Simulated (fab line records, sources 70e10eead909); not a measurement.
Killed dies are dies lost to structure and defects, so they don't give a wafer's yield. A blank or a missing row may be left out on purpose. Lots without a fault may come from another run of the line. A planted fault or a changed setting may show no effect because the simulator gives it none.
Which tool did it? | flow nand_harc | 11 lots, 33 wafers sampled, at 5 steps of a route of 1302

WHAT THE GAUGES READ, wafer by wafer
NHARC_END_SORT_01. Usual: killed_at_array 56, standard deviation 19; killed_at_other 0.8, standard deviation 1.1; killed_at_periphery 3.4, standard deviation 2.5; killed_dies 60, standard deviation 19; killed_open 2.9, standard deviation 1.7; killed_short 2.4, standard deviation 1.6.
lot  | measured     | on        | killed_at_array | killed_at_other | killed_at_periphery | killed_dies | killed_open | killed_short | flag
L439 | day 29 09:19 | prober-01 | 48 155 48       | 0 1 0           | 6 8 3               | 54 164 51   | 1 5 0       | 1 0 3        |
L443 | day 30 21:39 | prober-01 | 81 115 83       | 0 0 0           | 3 3 0               | 84 118 83   | 2 2 2       | 2 1 4        |

WHICH TOOL RAN EACH LOT (tool, then ch and the chambers of the sampled wafers, then the start)
lot  | NHARC_A_CONTACT_ETCH_128             | NHARC_A_CONTACT_ETCH_30            | NHARC_A_CONTACT_ETCH_136             | NHARC_A_CONTACT_ETCH_98
L431 | har_cap_etch-03 ch 0,1, day 22 23:10 | rie_diel-03 ch 1,2,3, day 23 05:34 | har_cap_etch-03 ch 0,1, day 23 06:38 | rie_diel-12 ch 0,1,2, no start
L432 | har_cap_etch-03 ch 0,1, day 23 15:44 | rie_diel-03 ch 0,3, day 23 21:38   | har_cap_etch-01 ch 0,1, day 23 22:51 | rie_diel-02 ch 0,2,3, no start
L433 | har_cap_etch-03 ch 0, day 24 01:22   | rie_diel-03 ch 0,2, day 24 08:32   | har_cap_etch-03 ch 0,1, day 24 09:39 | rie_diel-03 ch 0,1,3, no start
L435 | har_cap_etch-02 ch 0,1, day 24 16:28 | rie_diel-03 ch 0,1,2, day 24 22:28 | har_cap_etch-03 ch 1, day 24 23:35   | rie_diel-03 ch 0,2,3, no start
L434 | har_cap_etch-01 ch 0,1, day 24 16:59 | rie_diel-03 ch 0,1,3, day 24 23:12 | har_cap_etch-02 ch 0,1, day 25 00:32 | rie_diel-03 ch 0,2, no start
L440 | har_cap_etch-02 ch 0,1, day 26 21:35 | rie_diel-03 ch 0,2,3, day 27 04:27 | har_cap_etch-03 ch 0,1, day 27 05:31 | rie_diel-03 ch 2,3, no start
L439 | har_cap_etch-01 ch 0,1, day 26 22:23 | rie_diel-03 ch 0,2,3, day 27 06:04 | har_cap_etch-02 ch 0,1, day 27 07:08 | rie_diel-12 ch 1,2,3, day 29 09:19 or earlier
L443 | har_cap_etch-03 ch 0,1, day 28 03:05 | rie_diel-03 ch 0,2,3, day 28 11:46 | har_cap_etch-01 ch 0,1, day 28 12:59 | rie_diel-02 ch 2,3, day 30 21:39 or earlier
L449 | har_cap_etch-02 ch 0,1, day 30 23:49 | rie_diel-03 ch 0,3, day 31 08:14   | har_cap_etch-02 ch 1, day 31 09:24   | rie_diel-12 ch 1,2,3, no start
L450 | har_cap_etch-03 ch 0, day 31 12:14   | rie_diel-03 ch 2,3, day 31 21:46   | har_cap_etch-01 ch 0,1, day 31 23:28 | rie_diel-12 ch 0,1,3, no start
L451 | har_cap_etch-03 ch 0,1, day 32 04:38 | rie_diel-03 ch 0,2,3, day 32 13:53 | har_cap_etch-01 ch 0,1, day 32 15:10 | rie_diel-03 ch 1,2, no start
- NHARC_A_CONTACT_ETCH_128: etches the open film in C4F8/O2/Ar, time 197 s, target depth 1918 nm.
- NHARC_A_CONTACT_ETCH_30: etches the open film in CF4/CHF3, target depth 72.6 nm, time 36.3 s.
- NHARC_A_CONTACT_ETCH_136: etches the open film in C4F8/O2/Ar, time 311 s, target depth 1912 nm.
- NHARC_A_CONTACT_ETCH_98: etches the open film in C4F6/O2, target depth 20 nm, time 10 s.

WHAT THE TOOLS THEMSELVES READ (means of the sampled wafers that have a number; where no wafer has one, the mark that the record gives instead)
NHARC_A_CONTACT_ETCH_128. Usual: chamber_pressure_mTorr 19.997 mTorr, standard deviation 0.019.
lot  | tool            | chamber_pressure_mTorr (mTorr) | flag
L431 | har_cap_etch-03 | 19.999                         |
L432 | har_cap_etch-03 | 20.017                         |
L433 | har_cap_etch-03 | 20.001                         |
L435 | har_cap_etch-02 | 19.991                         |
L434 | har_cap_etch-01 | 19.987                         |
L440 | har_cap_etch-02 | 19.990                         |
L439 | har_cap_etch-01 | 20.002                         |
L443 | har_cap_etch-03 | 19.998                         |
L449 | har_cap_etch-02 | 19.992                         |
L450 | har_cap_etch-03 | 19.988                         |
L451 | har_cap_etch-03 | 20.002                         |

NHARC_A_CONTACT_ETCH_30. Usual: chamber_pressure_mTorr 25.002 mTorr, standard deviation 0.022; drypump_motor_current_A 5.7 A, standard deviation 0.4; mfc_ar_sccm 0.009 sccm, standard deviation 0.014; oes_product_au 0.933 a.u., standard deviation 0.015; rf_fwd_power_W 494.9 W, standard deviation 1.6; rf_vpp_V 369.7 V, standard deviation 1.3; run_length_s 57.7 s, standard deviation 0.45; showerhead_plenum_p_Torr 1.55 Torr, standard deviation 0.03; throttle_valve_pct 16.801 %, standard deviation 0.0087.
lot  | tool        | chamber_pressure_mTorr (mTorr) | drypump_motor_current_A (A) | mfc_ar_sccm (sccm) | oes_product_au (a.u.) | rf_fwd_power_W (W) | rf_vpp_V (V) | run_length_s (s) | showerhead_plenum_p_Torr (Torr) | throttle_valve_pct (%) | flag
L431 | rie_diel-03 | 24.999                         | 5.8                         | 0.011              | 0.929                 | 494.5              | 369.6        | 57.4             | 1.54                            | 16.797                 |
L432 | rie_diel-03 | 24.992                         | 5.4                         | 0.015              | 0.927                 | 494.7              | 370.6        | 57.8             | 1.56                            | 16.790                 |
L433 | rie_diel-03 | 25.028                         | 6.0                         | 0.002              | 0.932                 | 494.3              | 368.9        | 57.7             | 1.53                            | 16.804                 |
L435 | rie_diel-03 | 25.003                         | 5.8                         | 0.002              | 0.923                 | 494.4              | 369.0        | 57.8             | 1.54                            | 16.798                 |
L434 | rie_diel-03 | 25.002                         | 5.4                         | 0.013              | 0.925                 | 495.8              | 369.8        | 57.7             | 1.55                            | 16.801                 |
L440 | rie_diel-03 | 25.013                         | 5.7                         | 0.013              | 0.933                 | 494.7              | 369.7        | 57.7             | 1.55                            | 16.799                 |
L439 | rie_diel-03 | 24.973                         | 5.7                         | 0.013              | 0.931                 | 494.8              | 369.1        | 55.2             | 1.55                            | 16.795                 | OFF
L443 | rie_diel-03 | 25.019                         | 5.7                         | 0.013              | 0.915                 | 497.0              | 370.5        | 52.6             | 1.55                            | 16.800                 | OFF
L449 | rie_diel-03 | 24.983                         | 5.3                         | 0.024              | 0.927                 | 495.7              | 369.9        | 57.5             | 1.56                            | 16.793                 |
L450 | rie_diel-03 | 25.014                         | 5.7                         | 0.023              | 0.919                 | 495.1              | 369.4        | 57.3             | 1.54                            | 16.796                 |
L451 | rie_diel-03 | 24.983                         | 5.7                         | 0.013              | 0.948                 | 495.9              | 369.4        | 57.6             | 1.54                            | 16.805                 |

NHARC_A_CONTACT_ETCH_136. Usual: chamber_pressure_mTorr 19.998 mTorr, standard deviation 0.019.
lot  | tool            | chamber_pressure_mTorr (mTorr) | flag
L431 | har_cap_etch-03 | 20.023                         |
L432 | har_cap_etch-01 | 20.005                         |
L433 | har_cap_etch-03 | 19.993                         |
L435 | har_cap_etch-03 | 19.982                         |
L434 | har_cap_etch-02 | 20.003                         |
L440 | har_cap_etch-03 | 19.998                         |
L439 | har_cap_etch-02 | 19.994                         |
L443 | har_cap_etch-01 | 20.007                         |
L449 | har_cap_etch-02 | 19.969                         |
L450 | har_cap_etch-01 | 19.994                         |
L451 | har_cap_etch-01 | 19.995                         |

NHARC_A_CONTACT_ETCH_98. Usual: chamber_pressure_mTorr 30.002 mTorr, standard deviation 0.027; drypump_motor_current_A 5.7 A, standard deviation 0.33; mfc_ar_sccm 500.0 sccm, standard deviation 1.4; oes_product_au 0.956 a.u., standard deviation 0.02; rf_fwd_power_W 588.1 W, standard deviation 2.8; rf_vpp_V 546.5 V, standard deviation 2.4; run_length_s 31.1 s, standard deviation 0.38; showerhead_plenum_p_Torr 3.91 Torr, standard deviation 0.11; throttle_valve_pct 26.902 %, standard deviation 0.0087.
lot  | tool        | chamber_pressure_mTorr (mTorr) | drypump_motor_current_A (A) | mfc_ar_sccm (sccm) | oes_product_au (a.u.) | rf_fwd_power_W (W) | rf_vpp_V (V) | run_length_s (s) | showerhead_plenum_p_Torr (Torr) | throttle_valve_pct (%) | flag
L431 | rie_diel-12 | 29.973                         | 5.8                         | 500.9              | 1.006                 | 589.1              | 548.3        | 30.7             | 3.96                            | 26.896                 |
L432 | rie_diel-02 | 29.999                         | 5.8                         | 499.9              | 0.946                 | 587.0              | 548.3        | 31.0             | 3.99                            | 26.904                 |
L433 | rie_diel-03 | 29.990                         | 5.5                         | 499.3              | 0.953                 | 589.9              | 546.0        | 31.2             | 3.87                            | 26.897                 |
L435 | rie_diel-03 | 30.013                         | 5.7                         | 501.1              | 0.951                 | 591.1              | 545.3        | 31.2             | 3.86                            | 26.899                 |
L434 | rie_diel-03 | 30.020                         | 5.7                         | 499.7              | 0.944                 | 588.1              | 545.7        | 31.5             | 3.86                            | 26.893                 |
L440 | rie_diel-03 | 30.021                         | 5.7                         | 501.4              | 0.960                 | 589.7              | 545.3        | 30.8             | 3.86                            | 26.908                 |
L439 | rie_diel-12 | 30.004                         | 5.8                         | 500.4              | 0.996                 | 588.4              | 549.2        | 31.0             | 4.03                            | 26.904                 |
L443 | rie_diel-02 | 30.004                         | 5.6                         | 499.9              | 1.011                 | 587.3              | 545.9        | 30.8             | 3.86                            | 26.900                 |
L449 | rie_diel-12 | 29.986                         | 5.8                         | 499.3              | 0.958                 | 587.2              | 548.4        | 31.0             | 4.01                            | 26.902                 |
L450 | rie_diel-12 | 29.976                         | 5.8                         | 501.1              | 0.950                 | 587.8              | 548.7        | 31.0             | 3.99                            | 26.911                 |
L451 | rie_diel-03 | 29.996                         | 5.9                         | 499.1              | 0.984                 | 586.1              | 544.5        | 31.4             | 3.80                            | 26.898                 |

THE ANSWER, worked out from the rows above alone
Rule: a lot is off if the mean of its wafers that have a number lies more than 3 standard deviations from the usual mean. A lot without any number at a reading at which 4 lots or more have one is off too. The other lots that the step has rows for count as sound. The gauges are gone through in route order, then the tools' own readings, and for those a lot's mean is taken as printed above. The first step at which some lot is off is used, and at that step the reading that is off furthest; a lot without a number counts as furthest.
Off: L439, L443, at NHARC_A_CONTACT_ETCH_30 (run_length_s).
A tool fits if, at that step or a process step before it, it ran every lot that is off, and no sound lot after the first of them. None of those tried fits.

WHAT THE SIMULATOR HAD PUT IN
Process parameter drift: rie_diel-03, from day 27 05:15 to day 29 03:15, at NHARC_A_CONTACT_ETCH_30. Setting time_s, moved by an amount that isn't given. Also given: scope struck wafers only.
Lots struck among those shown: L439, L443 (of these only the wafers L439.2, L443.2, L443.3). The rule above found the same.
